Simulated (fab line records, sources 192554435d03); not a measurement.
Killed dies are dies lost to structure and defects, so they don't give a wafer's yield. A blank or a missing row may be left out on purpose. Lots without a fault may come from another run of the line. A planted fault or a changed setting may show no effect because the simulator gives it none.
Problem report in the 8D (eight disciplines) form, filled by code | flow n5_finfet | the parts of the form that need people (team, actions taken, sign-off) are left out

1. THE PROBLEM
trench_depth_nm at N5_BEOL_M3_OCD_MEAS_38 reads a mean of 82.5 nm on 5 wafers of 3 lots; wafers without a fault read 55.4 nm with a standard deviation of 0.86. That is +32 standard deviations from the usual mean.
First seen on wafer L996.2, day 10 06:44, on ocd-01. The record holds 25 wafers of 9 lots with a number at this step. Rule for "out", or "out of limits": more than 4 standard deviations from the usual mean. The other wafers with a number count as sound.

2. WHAT IT IS AND WHAT IT IS NOT
question                    | is                                     | is not
which readings at this step | trench_depth_nm                        | -
which lots                  | L996, L997, L999                       | L103, L105, L107, L986, L991, L994
which wafers of those lots  | L996.2, L996.5, L997.5, L999.2, L999.5 | L997.4, L997.6
read on which gauges        | ocd-01, ocd-02                         | -
when                        | from day 10 06:44                      | up to then (9 sound wafers); but 11 sound wafers of L103, L105, L107, L997 came after

3. SUSPECTS, AND WHAT RULES EACH OUT
Counting: a tool at a process step up to the reading stays a suspect if it ran every lot that is out. Sound lots after the first of them don't rule it out here, since some wafers of a struck lot are sound.
- the gauge at N5_BEOL_M3_OCD_MEAS_38: ruled out. The wafers that are out were read on 2 gauges (ocd-01, ocd-02).
- rie_diel-05 at N5_BEOL_M3_STRIP_66 (strips in CF4): kept. It ran every lot that is out, first L996 (day 9 20:20).
- rie_diel-05 at N5_BEOL_M3_STRIP_36 (strips in N2/H2): kept. It ran every lot that is out, first L996 (day 10 06:32); its last sound lot up to then is L994 (day 9 11:48).
- rie_diel-05 at N5_BEOL_M3_TRENCH_ETCH_37 (etches SiOC in C4F6/O2, target depth 55.555 nm, time 29.2 s): kept. It ran every lot that is out, first L996 (day 10 06:35); its last sound lot up to then is L994 (day 9 11:50).
Left after counting: rie_diel-05 at N5_BEOL_M3_STRIP_66, rie_diel-05 at N5_BEOL_M3_STRIP_36, rie_diel-05 at N5_BEOL_M3_TRENCH_ETCH_37.

4. THE CAUSE (what the simulator had put in)
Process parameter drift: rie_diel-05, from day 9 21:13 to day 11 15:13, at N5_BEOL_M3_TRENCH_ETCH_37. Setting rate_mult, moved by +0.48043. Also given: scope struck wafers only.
Counting left 3 suspects, and this tool is among them.

5. THE CHAIN OF EFFECTS, in route order
Each row: a reading whose mean over the struck wafers that have a number lies more than 3 standard deviations from the usual. Only readings for which the record gives a usual standard deviation are gone through. hours: the time from each lot's start at the first step in this table that gives one to its start at this step, as a median over the lots. sigmas: the change in usual standard deviations.
hours | step                      | reading         | usual     | on struck wafers | change | sigmas
0     | N5_BEOL_M3_TRENCH_ETCH_37 | oes_product_au  | 0.78 a.u. | 1.05             | +0.27  | +3.4
0     | N5_BEOL_M3_OCD_MEAS_38    | trench_depth_nm | 55.4 nm   | 82.5             | +27.1  | +32
The process steps in it:
- N5_BEOL_M3_TRENCH_ETCH_37: etches SiOC in C4F6/O2, target depth 55.555 nm, time 29.2 s.
Later measuring or inspecting steps at which every struck wafer that the step has a row for has a number for every such reading, and none has moved that far: N5_BEOL_M4_RC_MEAS_101.

6. WHAT WOULD HAVE CAUGHT IT SOONER
In this record the first reading out of limits at a measuring or inspecting step was taken at day 10 06:44, 10 hours after the fault began at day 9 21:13.
The tool's own readings at N5_BEOL_M3_TRENCH_ETCH_37 were out on some of the struck wafers (oes_product_au): an alarm limit on them would have fired on those.
Of the lots that are out (3), L997, L999 began N5_BEOL_M3_TRENCH_ETCH_37 on rie_diel-05 after day 10 06:44. A hold on the tool at that time would have spared those 2.
